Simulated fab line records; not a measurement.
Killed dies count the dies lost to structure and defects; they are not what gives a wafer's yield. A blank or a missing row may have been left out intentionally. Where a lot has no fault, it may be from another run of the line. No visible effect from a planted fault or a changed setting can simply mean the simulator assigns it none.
Which tool is to blame? ; flow n5Finfet ; Sampling: 24 lots, 72 wafers, 4 of 1938 route steps

## WHAT EACH GAUGE READ, for each wafer
N5_BEOL_M4_CD_MEAS_11: target cd 16.79 nm. Usual: cdNm at 16.78 nm, with a standard deviation of 0.23.
lot;measured;on;cdNm (nm);flag
L074;day 8 01:28;cdSem-03;16.70 16.53 16.96;
L075;day 8 15:02;cdSem-01;16.60 16.70 16.72;
L077;day 8 20:22;cdSem-03;16.82 16.91 17.24;
L076;day 8 21:34;cdSem-02;16.47 16.15 16.83;
L078;day 9 02:13;cdSem-01;16.76 16.69 16.75;
L079;day 9 04:29;cdSem-01;16.77 16.90 16.67;
L080;day 9 07:35;cdSem-02;17.23 16.85 16.68;
L081;day 9 18:58;cdSem-02;16.36 16.69 16.73;
L083;day 9 20:17;cdSem-02;16.88 16.97 16.55;
L082;day 10 10:07;cdSem-03;16.70 16.37 16.72;
L084;day 10 23:43;cdSem-02;16.60 16.70 16.62;
L085;day 11 00:22;cdSem-03;16.85 16.88 16.68;
L086;day 11 04:17;cdSem-03;16.95 16.72 16.88;
L087;day 11 11:23;cdSem-02;17.30 16.83 17.02;
L089;day 11 13:42;cdSem-03;16.76 16.89 17.16;
L088;day 11 16:36;cdSem-02;16.49 16.93 16.39;
L090;day 11 18:14;cdSem-02;16.96 16.78 16.89;
L092;day 12 02:32;cdSem-02;16.93 16.72 16.42;
L091;day 12 16:22;cdSem-02;16.74 16.70 16.95;
L094;day 12 23:07;cdSem-01;17.03 16.89 17.16;
L093;day 13 01:50;cdSem-01;16.90 17.05 16.88;
L095;day 13 03:58;cdSem-02;17.20 16.97 16.92;
L096;day 13 15:06;cdSem-01;16.32 16.61 16.54;
L097;day 14 00:54;cdSem-02;17.00 16.53 16.95;

N5_BEOL_M4_OVL_MEAS_12. Usual: M4_OVL gives -0.3 nm (standard deviation 0.64).
lot;measured;on;M4_OVL (nm);flag
L074;day 8 01:30;overlay-02;-0.9 -0.3 -1.3;
L075;day 8 15:04;overlay-02;-0.4 -0.3 -0.1;
L077;day 8 20:24;overlay-01;-0.6 -0.5 0.1;
L076;day 8 21:35;overlay-02;-0.5 -0.4 -0.3;
L078;day 9 02:16;overlay-02;-1.3 -0.7 -0.2;
L079;day 9 04:31;overlay-02;-0.2 -0.1 0.1;
L080;day 9 07:37;overlay-02;-0.3 -0.9 -1.4;
L081;day 9 19:00;overlay-02;0.2 -0.6 -0.9;
L083;day 9 20:19;overlay-02;-1.2 -0.1 -1.1;
L082;day 10 10:09;overlay-02;0.3 0.6 1.3;
L084;day 10 23:45;overlay-02;-1.6 -0.3 -0.5;
L085;day 11 00:23;overlay-01;-0.3 0.2 -0.9;
L086;day 11 04:19;overlay-02;-1.3 -0.1 -0.9;
L087;day 11 11:25;overlay-02;0.3 -0.7 -0.1;
L089;day 11 13:44;overlay-01;0.7 -0.2 -1.0;
L088;day 11 16:38;overlay-01;-0.5 -0.6 -0.6;
L090;day 11 18:16;overlay-01;-0.3 -0.3 -0.8;
L092;day 12 02:34;overlay-02;-0.4 -1.0 -0.1;
L091;day 12 16:24;overlay-01;-1.1 0.4 -0.8;
L094;day 12 23:08;overlay-02;-0.1 1.2 1.6;
L093;day 13 01:53;overlay-01;0.1 -1.6 -1.0;
L095;day 13 04:00;overlay-02;0.1 -0.7 0.0;
L096;day 13 15:08;overlay-02;0.0 0.3 -0.8;
L097;day 14 00:56;overlay-01;-0.5 1.2 0.9;

## WHAT TOOL EACH LOT RAN ON (gives the tool, then ch and the chambers of the sampled wafers, and finally the start)
lot;N5_BEOL_M3_ANNEAL_80;N5_BEOL_M3_PRE_CLEAN_60
L074;pvdSputter-01, day 7 22:02;cvdCo-01 ch 0,1,2, day 8 00:19
L075;pvdSputter-03, day 8 10:52;cvdCo-02 ch 0,1, day 8 13:09
L077;pvdSputter-02, day 8 16:00;cvdCo-01 ch 0,1,2, day 8 18:17
L076;pvdSputter-02, day 8 17:50;cvdCo-02 ch 0,1, day 8 20:07
L078;pvdSputter-01, day 8 22:26;cvdCo-01 ch 0,1,2, day 9 00:44
L079;pvdSputter-01, day 9 00:17;cvdCo-01 ch 0,1,2, day 9 02:40
L080;pvdSputter-03, day 9 02:57;cvdCo-01 ch 0,2, day 9 05:17
L081;pvdSputter-03, day 9 14:40;cvdCo-01 ch 1,2, day 9 17:01
L083;pvdSputter-01, day 9 16:17;cvdCo-01 ch 0,2, day 9 18:34
L082;pvdSputter-03, day 10 06:07;cvdCo-02 ch 0,1,2, day 10 08:24
L084;pvdSputter-03, day 10 18:23;cvdCo-01 ch 0,1, day 10 20:41
L085;pvdSputter-01, day 10 21:10;cvdCo-01 ch 0,1, day 10 23:31
L086;pvdSputter-03, day 11 00:57;cvdCo-01 ch 0,1,2, day 11 03:15
L087;pvdSputter-01, day 11 08:08;cvdCo-01 ch 0,1,2, day 11 10:25
L089;pvdSputter-02, day 11 08:43;cvdCo-02 ch 0,2, day 11 11:00
L088;pvdSputter-01, day 11 11:36;cvdCo-02 ch 0,1,2, day 11 13:53
L090;pvdSputter-02, day 11 14:47;cvdCo-01 ch 0,1,2, day 11 17:13
L092;pvdSputter-03, day 11 22:25;cvdCo-01 ch 0,1,2, day 12 00:43
L091;pvdSputter-02, day 12 13:12;cvdCo-01 ch 0,2, day 12 15:29
L094;pvdSputter-03, day 12 17:53;cvdCo-02 ch 0,1, day 12 20:16
L093;pvdSputter-03, day 12 21:02;cvdCo-01 ch 0,1,2, day 12 23:20
L095;pvdSputter-03, day 13 00:14;cvdCo-02 ch 0,1,2, day 13 02:36
L096;pvdSputter-02, day 13 10:48;cvdCo-01 ch 0,1,2, day 13 13:05
L097;pvdSputter-02, day 13 20:54;cvdCo-02 ch 0,1, day 13 23:12
- N5_BEOL_M3_ANNEAL_80: time 240 s.
- N5_BEOL_M3_PRE_CLEAN_60: time 15 s.

## AS READ BY THE TOOLS THEMSELVES (means over the sampled wafers that have a number; for cases with no such wafer, the mark the record gives instead)
N5_BEOL_M3_ANNEAL_80. Usual: heaterPowerW at 820 W, with a standard deviation of 91.
lot;tool;heaterPowerW (W);flag
L074;pvdSputter-01;860;
L075;pvdSputter-03;844;
L077;pvdSputter-02;859;
L076;pvdSputter-02;809;
L078;pvdSputter-01;870;
L079;pvdSputter-01;837;
L080;pvdSputter-03;829;
L081;pvdSputter-03;844;
L083;pvdSputter-01;825;
L082;pvdSputter-03;858;
L084;pvdSputter-03;848;
L085;pvdSputter-01;747;
L086;pvdSputter-03;852;
L087;pvdSputter-01;869;
L089;pvdSputter-02;738;
L088;pvdSputter-01;752;
L090;pvdSputter-02;802;
L092;pvdSputter-03;853;
L091;pvdSputter-02;847;
L094;pvdSputter-03;838;
L093;pvdSputter-03;874;
L095;pvdSputter-03;864;
L096;pvdSputter-02;798;
L097;pvdSputter-02;794;

N5_BEOL_M3_PRE_CLEAN_60. Usual: heaterPowerOuterW 21 W, standard deviation 12; heaterPowerW 84 W, standard deviation 22.
lot;tool;heaterPowerOuterW (W);heaterPowerW (W);flag
L074;cvdCo-01;20;81;
L075;cvdCo-02;22;89;
L077;cvdCo-01;20;81;
L076;cvdCo-02;22;89;
L078;cvdCo-01;20;81;
L079;cvdCo-01;20;82;
L080;cvdCo-01;10;60;
L081;cvdCo-01;26;90;
L083;cvdCo-01;10;60;
L082;cvdCo-02;23;89;
L084;cvdCo-01;15;73;
L085;cvdCo-01;14;72;
L086;cvdCo-01;21;81;
L087;cvdCo-01;20;82;
L089;cvdCo-02;30;94;
L088;cvdCo-02;22;91;
L090;cvdCo-01;20;81;
L092;cvdCo-01;20;81;
L091;cvdCo-01;16;68;
L094;cvdCo-02;29;93;
L093;cvdCo-01;21;82;
L095;cvdCo-02;22;91;
L096;cvdCo-01;21;81;
L097;cvdCo-02;29;92;

## THE ANSWER, worked out from the rows above alone
Rule: a lot is off if the mean of its wafers that have a number lies more than 3 standard deviations from the usual mean. Also off: a lot with no number at a reading for which 4 or more lots have one. Any other lot the step has rows for is counted as sound. First the gauges in route order, then the tools' own readings, where a lot's mean is used as printed above. At the first step where some lot is off, the reading lying furthest off is the one used; lots without a number count as furthest.
None of the lots is off at any reading shown; this tells nothing.

## WHAT HAD BEEN PUT IN BY THE SIMULATOR
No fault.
